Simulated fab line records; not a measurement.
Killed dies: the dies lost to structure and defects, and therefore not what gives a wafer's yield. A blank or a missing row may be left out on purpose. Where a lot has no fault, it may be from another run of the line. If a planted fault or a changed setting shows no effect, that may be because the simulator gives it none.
fab line records + flow n5_finfet
record
- lots=7
- wafers=21
route steps=1938 shown HKMG_FIN@397 GATE_CUT@466 MOL_CONTACT_COAG@519
start_h: start of the lot's first displayed wafer, in hours after the record's first day + wait_h: hours elapsed since this lot's preceding step + " repeats the value in the row above + L1.1+2: one row covering several wafers at once + - no value, or no start given + * or withheld: withheld + < > ~ a bound
route shown NAME@n: NAME is a module with steps in the file, n the number in the route of the first one + usual: average and standard deviation across the fault-free wafers + same: alike in all rows + chamber/n: place in a boat + sites: per-site readings + _std_site: the standard deviation of these + _edge_site: mean of outer sites minus mean of inner sites + radius_mm: for every site, how far away it sits from the centre of the wafer + mask NAME#n: copy n + behind: tool/chamber where the wafer was last shaped + hold: what put the lot on hold/how long, in hours/how the hold closed + device: names the non-switching transistor (n, p or np) + end of line: the tests these same wafers got at the end of their route + a step given without rows: its recipe and nothing more + killed: dies that structure and defects cost at the first sort, which is not the same as the wafer's yield + map: a wafer's dies, marking killed ones x, the rest . and places with no die _
set.NAME: the run value of the setting; set.NAME@STEP: its run value at that earlier step + model.NAME: the simulator's own value behind a step, which no gauge read
lots where settings were altered on purpose, with a table for each step and a row for each wafer
## steps
# step N5_HKMG_FIN_DEVELOP_48
# recipe
- develop_time_s=30
- developer=TMAH
- resist=CAR-ArF
- rinse_liquid=diw
- dry=air_spin
- dev_temp_c=23
| lot.wafer  | tool           | chamber | start_h | wait_h | set.develop_time_s |
|------------|----------------|---------|---------|--------|--------------------|
| L075.3+4   | litho_track-05 | 0       | -       | -      | 30                 |
| L075.5     | "              | 0       | "       | "      | 25.29              |
| L076.2+3+6 | litho_track-03 | 0       | -       | -      | 30                 |
| L085.2     | litho_track-05 | 0       | -       | -      | 24.86              |
| L085.3+5   | "              | 0       | "       | "      | 30                 |
| L086.3+4   | litho_track-02 | 0       | -       | -      | 30                 |
| L086.6     | "              | 0       | "       | "      | 32.46              |
| L087.1+2+4 | litho_track-05 | 0       | -       | -      | 30                 |
| L090.2+4   | litho_track-03 | 0       | -       | -      | 23.68              |
| L090.5     | "              | 0       | "       | "      | 30                 |
| L096.1+3   | litho_track-02 | 0       | -       | -      | 30                 |
| L096.2     | "              | 0       | "       | "      | 31.79              |
# step N5_HKMG_FIN_DESCUM_53
# recipe
- chemistry=O2
- time_s=7.9
- source_power_w=50
- bias_power_w=20
- pressure_mtorr=20
- rf_frequency_hz=2.712e+07
- temp_c=40
- resist=CAR-ArF
- o2_flow_sccm=225
# step N5_HKMG_FIN_ETCH_54
# recipe
- chemistry=CF4
- target=SiARC
- target_depth_a=455
- mask_material=CAR-ArF
- time_s=75.8
- ion_energy_ev=80
- pressure_mtorr=40
- source_w=545
- bias_w=36
- Ar_flow_sccm=100
- cf4_flow_sccm=100
- ends=cleared
| lot.wafer | tool        | chamber | start_h | wait_h | set.develop_time_s@HKMG_FIN_DEVELOP_48 | model.HKMG_FIN.cd_offset_nm |
|-----------|-------------|---------|---------|--------|----------------------------------------|-----------------------------|
| L075.3    | rie_diel-04 | 2       | 77.66   | 0.0    | 30                                     | 0.2                         |
| L075.4    | "           | 0       | "       | "      | 30                                     | 0                           |
| L075.5    | "           | 2       | "       | "      | 25.29                                  | -1                          |
| L076.2    | rie_diel-02 | 0       | 84.35   | 0.0    | 30                                     | 0.2                         |
| L076.3+6  | "           | 1,3     | "       | "      | 30                                     | 0.8                         |
| L085.2    | rie_diel-01 | 3       | 137.79  | 0.0    | 24.86                                  | -1                          |
| L085.3    | "           | 0       | "       | "      | 30                                     | -0.2                        |
| L085.5    | "           | 0       | "       | "      | 30                                     | 0.4                         |
| L086.3    | rie_diel-02 | 1       | 144.73  | 0.0    | 30                                     | -1                          |
| L086.4    | "           | 2       | "       | "      | 30                                     | -1.2                        |
| L086.6    | "           | 3       | "       | "      | 32.46                                  | -0.2                        |
| L087.1    | rie_diel-04 | 3       | 150.13  | 0.0    | 30                                     | 0                           |
| L087.2    | "           | 2       | "       | "      | 30                                     | 0.4                         |
| L087.4    | "           | 1       | "       | "      | 30                                     | -0.2                        |
| L090.2    | rie_diel-02 | 1       | 168.06  | 0.0    | 23.68                                  | -1.6                        |
| L090.4    | "           | 0       | "       | "      | 23.68                                  | -1                          |
| L090.5    | "           | 3       | "       | "      | 30                                     | 1                           |
| L096.1+3  | rie_diel-04 | 1,0     | 205.64  | 0.0    | 30                                     | -1                          |
| L096.2    | "           | 2       | "       | "      | 31.79                                  | 0.4                         |
# step N5_HKMG_FIN_ETCH_55
# recipe
- chemistry=N2/H2
- target=SOC
- target_depth_a=2400
- temp_c=40
- time_s=300
- ion_energy_ev=200
- mask_material=SiARC
- pressure_mtorr=30
- source_w=840
- bias_w=150
- n2_flow_sccm=200
- h2_flow_sccm=200
| lot.wafer | tool        | chamber | start_h | wait_h | set.develop_time_s@HKMG_FIN_DEVELOP_48 | model.HKMG_FIN.cd_offset_nm |
|-----------|-------------|---------|---------|--------|----------------------------------------|-----------------------------|
| L075.3    | rie_diel-04 | 2       | 77.72   | 0.0    | 30                                     | 0.2                         |
| L075.4    | "           | 0       | "       | "      | 30                                     | 0                           |
| L075.5    | "           | 2       | "       | "      | 25.29                                  | -1                          |
| L076.2    | rie_diel-02 | 0       | 84.40   | 0.0    | 30                                     | -0.4                        |
| L076.3    | "           | 1       | "       | "      | 30                                     | 0.6                         |
| L076.6    | "           | 3       | "       | "      | 30                                     | 0.2                         |
| L085.2    | rie_diel-01 | 3       | 137.84  | 0.0    | 24.86                                  | -1                          |
| L085.3    | "           | 0       | "       | "      | 30                                     | -0.2                        |
| L085.5    | "           | 0       | "       | "      | 30                                     | 0.6                         |
| L086.3+4  | rie_diel-02 | 1,2     | 144.79  | 0.0    | 30                                     | -1.4                        |
| L086.6    | "           | 3       | "       | "      | 32.46                                  | -0.8                        |
| L087.1+4  | rie_diel-04 | 3,1     | 150.18  | 0.0    | 30                                     | -0.8                        |
| L087.2    | "           | 2       | "       | "      | 30                                     | 0                           |
| L090.2    | rie_diel-02 | 1       | 168.12  | 0.0    | 23.68                                  | -2.2                        |
| L090.4    | "           | 0       | "       | "      | 23.68                                  | -1.6                        |
| L090.5    | "           | 3       | "       | "      | 30                                     | 0.8                         |
| L096.1    | rie_diel-04 | 1       | 205.70  | 0.0    | 30                                     | -1.2                        |
| L096.2    | "           | 2       | "       | "      | 31.79                                  | 0                           |
| L096.3    | "           | 0       | "       | "      | 30                                     | -1.4                        |
# step N5_GATE_CUT_ETCH_56
# recipe
- chemistry=Cl2/Ar
- target=TiN
- target_depth_a=216
- pressure_mtorr=10
- icp_w=600
- bias_w=60
- Cl2_flow_sccm=40
- Ar_flow_sccm=60
| lot.wafer | tool         | chamber | start_h | wait_h | set.icp_w | model.etch.depth_nm |
|-----------|--------------|---------|---------|--------|-----------|---------------------|
| L075.3    | rie_metal-02 | 0       | 86.07   | 0.1    | 572.8     | 19.59               |
| L075.4    | "            | 1       | "       | "      | 600       | 20.44               |
| L075.5    | "            | 1       | "       | "      | 600       | 20.58               |
| L076.2    | rie_metal-02 | 0       | 92.31   | 0.1    | 600       | 20.33               |
| L076.3    | "            | 1       | "       | "      | 600       | 20.48               |
| L076.6    | "            | 0       | "       | "      | 600       | 20.36               |
| L085.2    | rie_metal-03 | 0       | 145.56  | 0.1    | 550.3     | 21.02               |
| L085.3    | "            | 0       | "       | "      | 550.3     | 20.97               |
| L085.5    | "            | 0       | "       | "      | 600       | 22.6                |
| L086.3    | rie_metal-02 | 1       | 152.97  | 0.1    | 669.9     | 22.78               |
| L086.4    | "            | 0       | "       | "      | 600       | 20.71               |
| L086.6    | "            | 1       | "       | "      | 600       | 21.09               |
| L087.1    | rie_metal-03 | 0       | 158.33  | 0.1    | 666.6     | 25.05               |
| L087.2    | "            | 1       | "       | "      | 600       | 21.41               |
| L087.4    | "            | 1       | "       | "      | 666.6     | 23.58               |
| L090.2    | rie_metal-03 | 1       | 175.88  | 0.1    | 600       | 21.5                |
| L090.4    | "            | 0       | "       | "      | 684.2     | 25.34               |
| L090.5    | "            | 0       | "       | "      | 684.2     | 25.44               |
| L096.1    | rie_metal-03 | 0       | 213.56  | 0.1    | 538.9     | 20.31               |
| L096.2    | "            | 1       | "       | "      | 538.9     | 19.4                |
| L096.3    | "            | 1       | "       | "      | 600       | 21.25               |
# step N5_MOL_CONTACT_COAG_COAT_58
# recipe
- resist=underlayer
- temp_c=205
- time_s=60
- spin_rpm=1500
- resist_thk_nm=10
| lot.wafer  | tool           | chamber | start_h | wait_h | set.spin_rpm | model.underlayer_of_MOL_CONTACT_COAG_COAT_58.thk_nm |
|------------|----------------|---------|---------|--------|--------------|-----------------------------------------------------|
| L075.3+4+5 | litho_track-04 | 0       | -       | -      | 1500         | 10                                                  |
| L076.2+3+6 | litho_track-05 | 0       | -       | -      | 1500         | 10                                                  |
| L085.2     | litho_track-04 | 0       | -       | -      | 1500         | 10                                                  |
| L085.3+5   | "              | 0       | "       | "      | 1644         | 9.6                                                 |
| L086.3+6   | litho_track-05 | 0       | -       | -      | 1637         | 9.6                                                 |
| L086.4     | "              | 0       | "       | "      | 1500         | 10                                                  |
| L087.1     | litho_track-05 | 0       | -       | -      | 1579         | 9.8                                                 |
| L087.2+4   | "              | 0       | "       | "      | 1500         | 10                                                  |
| L090.2+4+5 | litho_track-03 | 0       | -       | -      | 1500         | 10                                                  |
| L096.1+3   | litho_track-03 | 0       | -       | -      | 1567         | 9.8                                                 |
| L096.2     | "              | 0       | "       | "      | 1500         | 10                                                  |
# step N5_MOL_CONTACT_COAG_EXPOSE_05
# recipe
- mask_id=CA
- na=0.33
- source_shape=annular
- sigma_inner=0.4
- sigma_outer=0.8
- polarization=unpolarized
- defocus_nm=0
- dose_mj=38.25
| lot.wafer  | tool           | chamber | start_h | wait_h | mask | set.dose_mj |
|------------|----------------|---------|---------|--------|------|-------------|
| L075.3+5   | euv_scanner-01 | 0       | 93.87   | -      | CA#0 | 38.25       |
| L075.4     | "              | 0       | "       | "      | CA#0 | 35.88       |
| L076.2+3+6 | euv_scanner-01 | 0       | 99.97   | -      | CA#0 | 38.25       |
| L085.2+3+5 | euv_scanner-02 | 0       | 154.15  | -      | CA#0 | 38.25       |
| L086.3+4   | euv_scanner-02 | 0       | 160.37  | -      | CA#0 | 38.25       |
| L086.6     | "              | 0       | "       | "      | CA#0 | 39.87       |
| L087.1+4   | euv_scanner-02 | 0       | 165.82  | -      | CA#0 | 37.39       |
| L087.2     | "              | 0       | "       | "      | CA#0 | 38.25       |
| L090.2+5   | euv_scanner-02 | 0       | 183.38  | -      | CA#0 | 40.67       |
| L090.4     | "              | 0       | "       | "      | CA#0 | 38.25       |
| L096.1+2   | euv_scanner-01 | 0       | 221.43  | -      | CA#0 | 38.25       |
| L096.3     | "              | 0       | "       | "      | CA#0 | 37.04       |
# step N5_MOL_CONTACT_COAG_PEB_06
# recipe
- peb_temp_c=100
- peb_time_s=60
- resist=CAR-EUV
# step N5_MOL_CONTACT_COAG_DEVELOP_07
# recipe
- develop_time_s=30
- developer=TMAH
- resist=CAR-EUV
- rinse_liquid=surfactant_rinse
- dry=air_spin
- dev_temp_c=23
# step N5_MOL_CONTACT_COAG_CD_MEAS_08
# recipe
- target_cd_nm=28
- landing_energy_ev=500
- detector=se_inlens
- polarity=opening
# usual
- cd_nm=27.99/0.27
| lot.wafer | tool      | chamber | start_h | wait_h | set.dose_mj@MOL_CONTACT_COAG_EXPOSE_05 | cd_nm |
|-----------|-----------|---------|---------|--------|----------------------------------------|-------|
| L075.3    | cd_sem-03 | 0       | 93.99   | -      | 38.25                                  | 28.34 |
| L075.4    | "         | 0       | "       | "      | 35.88                                  | 26.54 |
| L075.5    | "         | 0       | "       | "      | 38.25                                  | 27.82 |
| L076.2    | cd_sem-03 | 0       | 100.09  | -      | 38.25                                  | 28.59 |
| L076.3    | "         | 0       | "       | "      | 38.25                                  | 28.17 |
| L076.6    | "         | 0       | "       | "      | 38.25                                  | 28.18 |
| L085.2    | cd_sem-01 | 0       | 154.27  | -      | 38.25                                  | 28.38 |
| L085.3    | "         | 0       | "       | "      | 38.25                                  | 27.93 |
| L085.5    | "         | 0       | "       | "      | 38.25                                  | 28.02 |
| L086.3    | cd_sem-02 | 0       | 160.48  | -      | 38.25                                  | 27.57 |
| L086.4    | "         | 0       | "       | "      | 38.25                                  | 27.67 |
| L086.6    | "         | 0       | "       | "      | 39.87                                  | 29.08 |
| L087.1    | cd_sem-03 | 0       | 165.95  | -      | 37.39                                  | 27.55 |
| L087.2    | "         | 0       | "       | "      | 38.25                                  | 27.69 |
| L087.4    | "         | 0       | "       | "      | 37.39                                  | 26.73 |
| L090.2    | cd_sem-01 | 0       | 183.51  | -      | 40.67                                  | 28.93 |
| L090.4    | "         | 0       | "       | "      | 38.25                                  | 28.05 |
| L090.5    | "         | 0       | "       | "      | 40.67                                  | 29.46 |
| L096.1    | cd_sem-03 | 0       | 221.56  | -      | 38.25                                  | 27.58 |
| L096.2    | "         | 0       | "       | "      | 38.25                                  | 28.16 |
| L096.3    | "         | 0       | "       | "      | 37.04                                  | 26.97 |
# step N5_MOL_CONTACT_COAG_DESCUM_13
# recipe
- chemistry=O2
- time_s=7
- source_power_w=50
- bias_power_w=20
- pressure_mtorr=20
- rf_frequency_hz=2.712e+07
- temp_c=40
- resist=CAR-EUV
- o2_flow_sccm=225
# step N5_MOL_CONTACT_COAG_ETCH_59
# recipe
- chemistry=N2/H2
- target=underlayer
- target_depth_a=130
- mask_material=CAR-EUV
- time_s=10.4
- ion_energy_ev=200
- pressure_mtorr=30
- source_w=840
- bias_w=150
- n2_flow_sccm=200
- h2_flow_sccm=200
- ends=cleared
| lot.wafer | tool        | chamber | start_h | wait_h | set.spin_rpm@MOL_CONTACT_COAG_COAT_58 | set.dose_mj@MOL_CONTACT_COAG_EXPOSE_05 | model.etch.depth_nm | model.MOL_CONTACT_COAG.cd_offset_nm |
|-----------|-------------|---------|---------|--------|---------------------------------------|----------------------------------------|---------------------|-------------------------------------|
| L075.3    | rie_diel-02 | 1       | 94.15   | 0.0    | 1500                                  | 38.25                                  | 10.01               | 0.4                                 |
| L075.4    | "           | 3       | "       | "      | 1500                                  | 35.88                                  | 9.99                | -1.4                                |
| L075.5    | "           | 2       | "       | "      | 1500                                  | 38.25                                  | 9.988               | 0                                   |
| L076.2    | rie_diel-01 | 0       | 100.34  | 0.0    | 1500                                  | 38.25                                  | 10.05               | 0.2                                 |
| L076.3    | "           | 2       | "       | "      | 1500                                  | 38.25                                  | 10.02               | 0.4                                 |
| L076.6    | "           | 1       | "       | "      | 1500                                  | 38.25                                  | 10.02               | 0.2                                 |
| L085.2    | rie_diel-04 | 3       | 154.48  | 0.0    | 1500                                  | 38.25                                  | 9.991               | 0                                   |
| L085.3    | "           | 2       | "       | "      | 1644                                  | 38.25                                  | 9.527               | 0                                   |
| L085.5    | "           | 1       | "       | "      | 1644                                  | 38.25                                  | 9.547               | 0.2                                 |
| L086.3    | rie_diel-02 | 3       | 160.99  | 0.0    | 1637                                  | 38.25                                  | 9.539               | 0                                   |
| L086.4    | "           | 1       | "       | "      | 1500                                  | 38.25                                  | 10.03               | 0                                   |
| L086.6    | "           | 0       | "       | "      | 1637                                  | 39.87                                  | 9.573               | 0.8                                 |
| L087.1    | rie_diel-01 | 0       | 166.11  | 0.0    | 1579                                  | 37.39                                  | 9.765               | -0.6                                |
| L087.2    | "           | 3       | "       | "      | 1500                                  | 38.25                                  | 10.02               | -0.2                                |
| L087.4    | "           | 0       | "       | "      | 1500                                  | 37.39                                  | 10.02               | -0.8                                |
| L090.2    | rie_diel-02 | 1       | 183.67  | 0.0    | 1500                                  | 40.67                                  | 9.997               | 1.2                                 |
| L090.4    | "           | 0       | "       | "      | 1500                                  | 38.25                                  | 9.965               | 0.2                                 |
| L090.5    | "           | 0       | "       | "      | 1500                                  | 40.67                                  | 9.988               | 1.4                                 |
| L096.1    | rie_diel-01 | 2       | 222.29  | 0.0    | 1567                                  | 38.25                                  | 9.832               | 0                                   |
| L096.2    | "           | 3       | "       | "      | 1500                                  | 38.25                                  | 10.04               | -0.2                                |
| L096.3    | "           | 1       | "       | "      | 1567                                  | 37.04                                  | 9.829               | -1                                  |
# step N5_MOL_CONTACT_COAG_ETCH_105
# recipe
- chemistry=CF4
- target=SiARC
- target_depth_a=156
- mask_material=CAR-EUV
- time_s=26
- ion_energy_ev=80
- pressure_mtorr=40
- source_w=545
- bias_w=36
- Ar_flow_sccm=100
- cf4_flow_sccm=100
- ends=cleared
# step N5_MOL_CONTACT_COAG_ETCH_106
# recipe
- chemistry=N2/H2
- target=SOC
- target_depth_a=800
- overetch_a=160
- mask_material=SiARC
- temp_c=40
- time_s=120
- ion_energy_ev=200
- pressure_mtorr=30
- source_w=840
- bias_w=150
- n2_flow_sccm=200
- h2_flow_sccm=200
| lot.wafer  | tool        | chamber | start_h | wait_h | set.dose_mj@MOL_CONTACT_COAG_EXPOSE_05 | model.MOL_CONTACT_COAG.cd_offset_nm |
|------------|-------------|---------|---------|--------|----------------------------------------|-------------------------------------|
| L075.3     | rie_diel-02 | 1       | 94.20   | 0.0    | 38.25                                  | 0.2                                 |
| L075.4     | "           | 3       | "       | "      | 35.88                                  | -1.4                                |
| L075.5     | "           | 2       | "       | "      | 38.25                                  | 0                                   |
| L076.2+3+6 | rie_diel-01 | 0,2,1   | 100.39  | 0.0    | 38.25                                  | 0.2                                 |
| L085.2+3+5 | rie_diel-04 | 3,2,1   | 154.53  | 0.0    | 38.25                                  | 0                                   |
| L086.3     | rie_diel-02 | 3       | 161.04  | 0.0    | 38.25                                  | -0.2                                |
| L086.4     | "           | 1       | "       | "      | 38.25                                  | -0.4                                |
| L086.6     | "           | 0       | "       | "      | 39.87                                  | 0.8                                 |
| L087.1     | rie_diel-01 | 0       | 166.16  | 0.0    | 37.39                                  | -0.6                                |
| L087.2     | "           | 3       | "       | "      | 38.25                                  | -0.6                                |
| L087.4     | "           | 0       | "       | "      | 37.39                                  | -1                                  |
| L090.2     | rie_diel-02 | 1       | 183.71  | 0.0    | 40.67                                  | 1                                   |
| L090.4     | "           | 0       | "       | "      | 38.25                                  | 0.2                                 |
| L090.5     | "           | 0       | "       | "      | 40.67                                  | 1.6                                 |
| L096.1     | rie_diel-01 | 2       | 222.34  | 0.0    | 38.25                                  | -0.2                                |
| L096.2     | "           | 3       | "       | "      | 38.25                                  | -0.6                                |
| L096.3     | "           | 1       | "       | "      | 37.04                                  | -0.6                                |
# step N5_MOL_CONTACT_COAG_STRIP_107
# recipe
- chemistry=N2/H2
- temp_c=40
- n2_flow_sccm=200
- h2_flow_sccm=200
- rf_frequency_hz=6e+07
# step N5_MOL_CONTACT_COAG_STRIP_108
# recipe
- chemistry=N2/H2
- temp_c=40
- n2_flow_sccm=200
- h2_flow_sccm=200
- rf_frequency_hz=6e+07
# step N5_MOL_CONTACT_COAG_CONTACT_ETCH_14
# recipe
- chemistry=C4F6/O2
- target=SiO2
- target_depth_a=275
- overetch_a=85
- mask_material=SOC
- pressure_mtorr=30
- source_w=370
- bias_w=185
- Ar_flow_sccm=300
- C4F6_flow_sccm=16
- O2_flow_sccm=10
- time_s=20
- ion_energy_ev=259.6
# step N5_MOL_CONTACT_COAG_STRIP_109
# recipe
- chemistry=C4F6/O2
- resist=SiARC
- rf_frequency_hz=6e+07
# step N5_MOL_CONTACT_COAG_ETCH_15
# recipe
- chemistry=CH3F/O2
- target=SiNx
- target_depth_a=70
- mask_material=SOC
- stop_on=Si:P
- over_etch_frac=0.75
- ion_energy_ev=120
- pressure_mtorr=30
- source_w=395
- bias_w=73
- Ar_flow_sccm=150
- CH3F_flow_sccm=30
- O2_flow_sccm=20
| lot.wafer  | tool        | chamber | start_h | wait_h | set.dose_mj@MOL_CONTACT_COAG_EXPOSE_05 | model.MOL_CONTACT_COAG.cd_offset_nm |
|------------|-------------|---------|---------|--------|----------------------------------------|-------------------------------------|
| L075.3+5   | rie_diel-02 | 1,2     | 94.33   | 0.0    | 38.25                                  | 0.2                                 |
| L075.4     | "           | 3       | "       | "      | 35.88                                  | -1.4                                |
| L076.2     | rie_diel-01 | 0       | 100.53  | 0.0    | 38.25                                  | 0.2                                 |
| L076.3+6   | "           | 2,1     | "       | "      | 38.25                                  | 0.4                                 |
| L085.2+3+5 | rie_diel-04 | 3,2,1   | 154.66  | 0.0    | 38.25                                  | 0                                   |
| L086.3     | rie_diel-02 | 3       | 161.17  | 0.0    | 38.25                                  | -0.2                                |
| L086.4     | "           | 1       | "       | "      | 38.25                                  | -0.4                                |
| L086.6     | "           | 0       | "       | "      | 39.87                                  | 1                                   |
| L087.1     | rie_diel-01 | 0       | 166.29  | 0.0    | 37.39                                  | -0.4                                |
| L087.2     | "           | 3       | "       | "      | 38.25                                  | -0.6                                |
| L087.4     | "           | 0       | "       | "      | 37.39                                  | -1                                  |
| L090.2     | rie_diel-02 | 1       | 183.85  | 0.0    | 40.67                                  | 1.2                                 |
| L090.4     | "           | 0       | "       | "      | 38.25                                  | 0.4                                 |
| L090.5     | "           | 0       | "       | "      | 40.67                                  | 1.8                                 |
| L096.1     | rie_diel-01 | 2       | 222.47  | 0.0    | 38.25                                  | 0                                   |
| L096.2     | "           | 3       | "       | "      | 38.25                                  | -0.4                                |
| L096.3     | "           | 1       | "       | "      | 37.04                                  | -0.6                                |
# step N5_MOL_CONTACT_COAG_ETCH_110
# recipe
- chemistry=CF4/O2
- target=Si
- target_depth_a=25
- time_s=8
- pressure_mtorr=100
- source_w=200
- bias_w=12
- ion_energy_ev=60
- Ar_flow_sccm=100
- cf4_flow_sccm=100
- O2_flow_sccm=10
# step N5_MOL_CONTACT_COAG_STRIP_98
# recipe
- chemistry=N2/H2
- power_w=500
- temp_c=40
- pressure_mtorr=50
- rf_frequency_hz=6e+07
- overash_fraction=0.3
- bias_power_w=8
- h2_frac=0.5
- n2_flow_sccm=300
- h2_flow_sccm=300
# step N5_MOL_CONTACT_COAG_CD_MEAS_99
# recipe
- target_cd_nm=17.2
- polarity=opening
# usual
- cd_nm=17.3/0.39
| lot.wafer | tool      | chamber | start_h | wait_h | set.dose_mj@MOL_CONTACT_COAG_EXPOSE_05 | cd_nm |
|-----------|-----------|---------|---------|--------|----------------------------------------|-------|
| L075.3    | cd_sem-01 | -       | 94.51   | -      | 38.25                                  | 17.4  |
| L075.4    | "         | -       | "       | "      | 35.88                                  | 15.5  |
| L075.5    | "         | -       | "       | "      | 38.25                                  | 17.5  |
| L076.2    | cd_sem-01 | -       | 100.71  | -      | 38.25                                  | 17.6  |
| L076.3    | "         | -       | "       | "      | 38.25                                  | 17.6  |
| L076.6    | "         | -       | "       | "      | 38.25                                  | 17.3  |
| L085.2    | cd_sem-02 | -       | 154.84  | -      | 38.25                                  | 17.0  |
| L085.3    | "         | -       | "       | "      | 38.25                                  | 17.2  |
| L085.5    | "         | -       | "       | "      | 38.25                                  | 17.0  |
| L086.3    | cd_sem-01 | -       | 161.36  | -      | 38.25                                  | 17.0  |
| L086.4    | "         | -       | "       | "      | 38.25                                  | 16.8  |
| L086.6    | "         | -       | "       | "      | 39.87                                  | 18.1  |
| L087.1    | cd_sem-01 | -       | 166.48  | -      | 37.39                                  | 16.8  |
| L087.2    | "         | -       | "       | "      | 38.25                                  | 16.8  |
| L087.4    | "         | -       | "       | "      | 37.39                                  | 16.2  |
| L090.2    | cd_sem-03 | -       | 184.03  | -      | 40.67                                  | 18.5  |
| L090.4    | "         | -       | "       | "      | 38.25                                  | 17.7  |
| L090.5    | "         | -       | "       | "      | 40.67                                  | 19.1  |
| L096.1    | cd_sem-01 | -       | 222.65  | -      | 38.25                                  | 16.9  |
| L096.2    | "         | -       | "       | "      | 38.25                                  | 16.9  |
| L096.3    | "         | -       | "       | "      | 37.04                                  | 16.7  |
# step N5_MOL_CONTACT_COAG_COAT_75
# recipe
- resist=SOC
- temp_c=250
- time_s=60
- spin_rpm=1500
- resist_thk_nm=60
| lot.wafer  | tool           | chamber | start_h | wait_h | set.spin_rpm | model.SOC_of_MOL_CONTACT_COAG_COAT_75.thk_nm |
|------------|----------------|---------|---------|--------|--------------|----------------------------------------------|
| L075.3     | litho_track-05 | 0       | 103.84  | 0.0    | 1500         | 60.2                                         |
| L075.4+5   | "              | 0       | "       | "      | 1345         | 63.4                                         |
| L076.2+3+6 | litho_track-04 | 0       | 112.58  | 0.0    | 1500         | 60                                           |
| L085.2     | litho_track-03 | 0       | 164.79  | 0.0    | 1379         | 62.4                                         |
| L085.3     | "              | 0       | "       | "      | 1500         | 60.2                                         |
| L085.5     | "              | 0       | "       | "      | 1379         | 62.8                                         |
| L086.3     | litho_track-04 | 0       | 172.46  | 0.0    | 1500         | 60.2                                         |
| L086.4     | "              | 0       | "       | "      | 1346         | 63.4                                         |
| L086.6     | "              | 0       | "       | "      | 1346         | 63.6                                         |
| L087.1     | litho_track-04 | 0       | 179.61  | 0.1    | 1340         | 63.8                                         |
| L087.2     | "              | 0       | "       | "      | 1500         | 60.2                                         |
| L087.4     | "              | 0       | "       | "      | 1500         | 60                                           |
| L090.2     | litho_track-05 | 0       | 192.48  | 0.0    | 1630         | 57.4                                         |
| L090.4     | "              | 0       | "       | "      | 1500         | 60                                           |
| L090.5     | "              | 0       | "       | "      | 1500         | 60.2                                         |
| L096.1     | litho_track-03 | 0       | 231.37  | 0.0    | 1500         | 60                                           |
| L096.2+3   | "              | 0       | "       | "      | 1500         | 59.8                                         |
## key
split
- step=N5_HKMG_FIN_DEVELOP_48
- setting=develop_time_s
- stated=30
- by=wafer
response
- step=N5_HKMG_FIN_ETCH_54
- reading=model.HKMG_FIN.cd_offset_nm
- change=+0.0923
- per=1%
- r=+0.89
response
- step=N5_HKMG_FIN_ETCH_55
- reading=model.HKMG_FIN.cd_offset_nm
- change=+0.0988
- per=1%
- r=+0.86
split
- step=N5_GATE_CUT_ETCH_56
- setting=icp_w
- stated=600
- by=wafer
response
- step=N5_GATE_CUT_ETCH_56
- reading=model.etch.depth_nm
- change=+0.217
- per=1%
- r=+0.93
split
- step=N5_MOL_CONTACT_COAG_COAT_58
- setting=spin_rpm
- stated=1500
- by=wafer
response
- step=N5_MOL_CONTACT_COAG_COAT_58
- reading=model.underlayer_of_MOL_CONTACT_COAG_COAT_58.thk_nm
- change=-0.0423
- per=1%
- r=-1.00
response
- step=N5_MOL_CONTACT_COAG_ETCH_59
- reading=model.etch.depth_nm
- change=-0.049
- per=1%
- r=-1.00
split
- step=N5_MOL_CONTACT_COAG_EXPOSE_05
- setting=dose_mj
- stated=38.25
- by=wafer
response
- step=N5_MOL_CONTACT_COAG_CD_MEAS_08
- reading=cd_nm
- change=+0.243
- per=1%
- r=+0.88
response
- step=N5_MOL_CONTACT_COAG_ETCH_59
- reading=model.MOL_CONTACT_COAG.cd_offset_nm
- change=+0.217
- per=1%
- r=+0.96
response
- step=N5_MOL_CONTACT_COAG_ETCH_106
- reading=model.MOL_CONTACT_COAG.cd_offset_nm
- change=+0.197
- per=1%
- r=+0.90
response
- step=N5_MOL_CONTACT_COAG_ETCH_15
- reading=model.MOL_CONTACT_COAG.cd_offset_nm
- change=+0.214
- per=1%
- r=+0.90
response
- step=N5_MOL_CONTACT_COAG_CD_MEAS_99
- reading=cd_nm
- change=+0.227
- per=1%
- r=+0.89
split
- step=N5_MOL_CONTACT_COAG_COAT_75
- setting=spin_rpm
- stated=1500
- by=wafer
response
- step=N5_MOL_CONTACT_COAG_COAT_75
- reading=model.SOC_of_MOL_CONTACT_COAG_COAT_75.thk_nm
- change=-0.32
- per=1%
- r=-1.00
